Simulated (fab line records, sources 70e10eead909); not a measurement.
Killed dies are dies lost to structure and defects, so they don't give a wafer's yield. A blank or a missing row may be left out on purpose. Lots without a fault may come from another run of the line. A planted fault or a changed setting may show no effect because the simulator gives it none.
Which tool did it? | flow nand_harc | 11 lots, 33 wafers sampled, at 6 steps of a route of 1302

WHAT THE GAUGES READ, wafer by wafer
NHARC_P_GATE_CD_MEAS_11: target cd 1640 nm. Usual: cd_nm 1639.9 nm, standard deviation 1.5.
lot  | measured     | on        | cd_nm (nm)           | flag
L775 | day 4 11:09  | cd_sem-03 | 1640.5 1640.1 1641.3 |
L776 | day 4 19:22  | cd_sem-03 | 1640.0 1640.4 1639.9 |
L778 | day 5 14:41  | cd_sem-01 | 1641.8 1640.8 1640.9 |
L780 | day 6 15:33  | cd_sem-03 | 1639.8 1640.3 1640.8 |
L781 | day 6 20:47  | cd_sem-03 | 1637.2 1639.4 1640.4 |
L782 | day 7 12:38  | cd_sem-03 | 1641.5 1640.1 1640.3 |
L784 | day 8 04:47  | cd_sem-01 | 1641.7 1640.5 1641.6 |
L787 | day 9 12:34  | cd_sem-02 | 1637.7 1639.2 1639.3 |
L794 | day 12 09:46 | cd_sem-01 | 1636.3 1638.7 1637.9 |
L795 | day 12 16:17 | cd_sem-01 | 1639.4 1642.3 1642.6 |
L796 | day 13 01:05 | cd_sem-02 | 1641.3 1640.5 1641.4 |

NHARC_P_GATE_CD_MEAS_46: target cd 720 nm. Usual: cd_nm 720.5 nm, standard deviation 1.2.
lot  | measured     | on        | cd_nm (nm)        | flag
L775 | day 5 17:46  | cd_sem-01 | 720.7 719.4 719.9 |
L776 | day 5 21:25  | cd_sem-01 | 722.4 722.8 721.6 |
L778 | day 6 22:19  | cd_sem-02 | 721.1 718.8 718.5 |
L780 | day 7 17:37  | cd_sem-03 | 721.6 721.7 721.0 |
L781 | day 8 01:39  | cd_sem-03 | 721.7 720.9 720.7 |
L782 | day 8 17:49  | cd_sem-02 | 720.9 719.5 721.1 |
L784 | day 9 07:46  | cd_sem-01 | 668.4 666.2 666.1 | OFF
L787 | day 10 17:09 | cd_sem-03 | 721.0 722.5 722.5 |
L794 | day 13 15:24 | cd_sem-03 | 720.5 719.7 718.6 |
L795 | day 13 19:57 | cd_sem-01 | 721.5 721.1 722.0 |
L796 | day 14 04:10 | cd_sem-01 | 721.6 720.5 722.2 |

NHARC_END_SORT_01. Usual: killed_at_array 53, standard deviation 21; killed_at_other 1.0, standard deviation 1.3; killed_at_periphery 3.8, standard deviation 2.4; killed_dies 58, standard deviation 21; killed_open 3.4, standard deviation 1.9; killed_short 2.4, standard deviation 1.5.
lot  | measured     | on        | killed_at_array | killed_at_other | killed_at_periphery | killed_dies | killed_open | killed_short | flag
L775 | day 25 08:26 | prober-02 | 70 77 58        | 2 4 2           | 3 3 0               | 75 84 60    | 7 4 5       | 1 2 2        |
L776 | day 24 18:32 | prober-01 | 55 37 34        | 1 1 3           | 6 2 3               | 62 40 40    | 4 1 4       | 0 2 4        |
L778 | day 25 14:38 | prober-01 | 79 81 78        | 1 0 0           | 4 5 5               | 84 86 83    | 1 4 3       | 2 3 4        |
L780 | day 26 02:28 | prober-01 | 34 54 58        | 0 1 1           | 3 4 2               | 37 59 61    | 3 6 3       | 0 2 3        |
L781 | day 27 04:20 | prober-02 | 54 76 57        | 0 0 0           | 4 2 3               | 58 78 60    | 3 6 6       | 0 3 2        |
L782 | day 28 16:22 | prober-02 | 16 27 23        | 0 0 0           | 5 5 4               | 21 32 27    | 6 2 2       | 3 1 5        |
L784 | day 28 23:31 | prober-01 | 51 49 51        | 4 1 2           | 3 5 3               | 58 55 56    | 4 5 5       | 1 2 7        |
L787 | day 29 20:18 | prober-02 | 56 65 51        | 0 0 2           | 9 5 5               | 65 70 58    | 1 1 4       | 2 4 0        |
L794 | day 33 15:43 | prober-02 | 42 44 42        | 0 2 4           | 1 1 3               | 43 47 49    | 3 6 3       | 0 2 3        |
L795 | day 33 15:41 | prober-01 | 52 73 62        | 1 2 3           | 16 11 6             | 69 86 71    | 4 3 3       | 2 5 2        |
L796 | day 33 23:29 | prober-01 | 11 23 13        | 3 2 0           | 3 6 2               | 17 31 15    | 3 3 5       | 2 1 3        |

WHICH TOOL RAN EACH LOT (tool, then ch and the chambers of the sampled wafers, then the start)
lot  | NHARC_P_GATE_ETCH_32             | NHARC_P_GATE_STRIP_108             | NHARC_P_GATE_EXPOSE_43
L775 | rie_si-05 ch 0,3, day 5 06:19    | rie_diel-11 ch 1,2,3, day 5 06:31  | krf_scanner-02 ch 0, day 5 17:37
L776 | rie_si-06 ch 0,2,3, day 5 10:10  | rie_diel-01 ch 1,2,3, day 5 10:19  | krf_scanner-03 ch 0, day 5 21:16
L778 | rie_si-06 ch 0,1,3, day 6 08:59  | rie_diel-03 ch 0,3, day 6 09:08    | krf_scanner-02 ch 0, day 6 22:09
L780 | rie_si-06 ch 0,2,3, day 7 06:13  | rie_diel-11 ch 0,3, day 7 06:23    | krf_scanner-04 ch 0, day 7 17:28
L781 | rie_si-06 ch 0,1, day 7 14:26    | rie_diel-01 ch 0,1, day 7 14:35    | krf_scanner-04 ch 0, day 8 01:29
L782 | rie_si-06 ch 2,3, day 8 06:31    | rie_diel-11 ch 1,2, day 8 06:40    | krf_scanner-03 ch 0, day 8 17:40
L784 | rie_si-01 ch 0,1, day 8 20:29    | rie_diel-03 ch 0,2, day 8 20:39    | krf_scanner-03 ch 0, day 9 07:37
L787 | rie_si-05 ch 0,1,2, day 10 05:53 | rie_diel-03 ch 1,3, day 10 06:02   | krf_scanner-02 ch 0, day 10 17:00
L794 | rie_si-01 ch 0,1,2, day 13 04:02 | rie_diel-03 ch 1,2,3, day 13 04:13 | krf_scanner-03 ch 0, day 13 15:14
L795 | rie_si-06 ch 1,2,3, day 13 08:32 | rie_diel-11 ch 1,2,3, day 13 08:41 | krf_scanner-02 ch 0, day 13 19:47
L796 | rie_si-01 ch 1,2,3, day 13 17:00 | rie_diel-11 ch 0,2, day 13 17:08   | krf_scanner-02 ch 0, day 14 04:00
- NHARC_P_GATE_ETCH_32: etches the open film in HBr/Cl2, target depth 150 nm, time 100.1 s.
- NHARC_P_GATE_STRIP_108: strips in O2.
- NHARC_P_GATE_EXPOSE_43: exposes mask P NSD, target cd 720 nm.

WHAT THE TOOLS THEMSELVES READ (means of the sampled wafers that have a number; where no wafer has one, the mark that the record gives instead)
NHARC_P_GATE_ETCH_32. Usual: drypump_motor_current_A 5.7 A, standard deviation 0.46; oes_product_au 0.999 a.u., standard deviation 0.0069; throttle_valve_pct 26.406 %, standard deviation 0.0096.
lot  | tool      | drypump_motor_current_A (A) | oes_product_au (a.u.) | throttle_valve_pct (%) | flag
L775 | rie_si-05 | 5.2                         | 0.999                 | 26.403                 |
L776 | rie_si-06 | 5.6                         | 1.005                 | 26.405                 |
L778 | rie_si-06 | 5.7                         | 0.994                 | 26.401                 |
L780 | rie_si-06 | 5.6                         | 0.994                 | 26.403                 |
L781 | rie_si-06 | 5.3                         | 0.990                 | 26.405                 |
L782 | rie_si-06 | 6.0                         | 0.999                 | 26.395                 |
L784 | rie_si-01 | 5.8                         | 1.003                 | 26.403                 |
L787 | rie_si-05 | 5.4                         | 0.999                 | 26.399                 |
L794 | rie_si-01 | 6.0                         | 0.999                 | 26.401                 |
L795 | rie_si-06 | 6.0                         | 0.999                 | 26.407                 |
L796 | rie_si-01 | 5.8                         | 0.995                 | 26.403                 |

NHARC_P_GATE_STRIP_108. Usual: drypump_motor_current_A 5.6 A, standard deviation 0.34; oes_product_au 0.998 a.u., standard deviation 0.008; rf_vpp_V 57.8 V, standard deviation 0.9; showerhead_plenum_p_Torr 3.53 Torr, standard deviation 0.13; throttle_valve_pct 17.036 %, standard deviation 0.009.
lot  | tool        | drypump_motor_current_A (A) | oes_product_au (a.u.) | rf_vpp_V (V) | showerhead_plenum_p_Torr (Torr) | throttle_valve_pct (%) | flag
L775 | rie_diel-11 | 5.8                         | 0.996                 | 56.7         | 3.44                            | 17.033                 |
L776 | rie_diel-01 | 5.6                         | 0.993                 | 57.6         | 3.65                            | 17.044                 |
L778 | rie_diel-03 | 5.2                         | 0.997                 | 57.7         | 3.53                            | 17.029                 |
L780 | rie_diel-11 | 5.6                         | 0.999                 | 57.8         | 3.46                            | 17.036                 |
L781 | rie_diel-01 | 5.1                         | 0.996                 | 58.4         | 3.73                            | 17.050                 |
L782 | rie_diel-11 | 5.9                         | 0.996                 | 58.0         | 3.47                            | 17.031                 |
L784 | rie_diel-03 | 5.3                         | 1.003                 | 56.6         | 3.36                            | 17.036                 |
L787 | rie_diel-03 | 5.7                         | 1.003                 | 58.4         | 3.45                            | 17.033                 |
L794 | rie_diel-03 | 5.5                         | 1.002                 | 57.4         | 3.43                            | 17.027                 |
L795 | rie_diel-11 | 5.8                         | 0.999                 | 57.7         | 3.44                            | 17.031                 |
L796 | rie_diel-11 | 5.9                         | 1.012                 | 56.9         | 3.50                            | 17.034                 |

NHARC_P_GATE_EXPOSE_43. Usual: exposure_dose_mJ_cm2 14.809, standard deviation 0.016; stage_vel_mm_s 499.98 mm/s, standard deviation 0.24.
lot  | tool           | exposure_dose_mJ_cm2 | stage_vel_mm_s (mm/s) | flag
L775 | krf_scanner-02 | 14.820               | 499.97                |
L776 | krf_scanner-03 | 14.835               | 499.84                |
L778 | krf_scanner-02 | 14.811               | 499.96                |
L780 | krf_scanner-04 | 14.772               | 499.89                |
L781 | krf_scanner-04 | 14.817               | 499.93                |
L782 | krf_scanner-03 | 14.807               | 500.12                |
L784 | krf_scanner-03 | 14.824               | 500.04                |
L787 | krf_scanner-02 | 14.829               | 500.14                |
L794 | krf_scanner-03 | 14.812               | 499.97                |
L795 | krf_scanner-02 | 14.805               | 499.76                |
L796 | krf_scanner-02 | 14.809               | 499.72                |

THE ANSWER, worked out from the rows above alone
Rule: a lot is off if the mean of its wafers that have a number lies more than 3 standard deviations from the usual mean. A lot without any number at a reading at which 4 lots or more have one is off too. The other lots that the step has rows for count as sound. The gauges are gone through in route order, then the tools' own readings, and for those a lot's mean is taken as printed above. The first step at which some lot is off is used, and at that step the reading that is off furthest; a lot without a number counts as furthest.
Off: L784, at NHARC_P_GATE_CD_MEAS_46 (cd_nm).
A tool fits if, at a process step before that reading, it ran every lot that is off, and no sound lot after the first of them. The gauges at NHARC_P_GATE_CD_MEAS_46 are tried like those tools. None of those tried fits.

WHAT THE SIMULATOR HAD PUT IN
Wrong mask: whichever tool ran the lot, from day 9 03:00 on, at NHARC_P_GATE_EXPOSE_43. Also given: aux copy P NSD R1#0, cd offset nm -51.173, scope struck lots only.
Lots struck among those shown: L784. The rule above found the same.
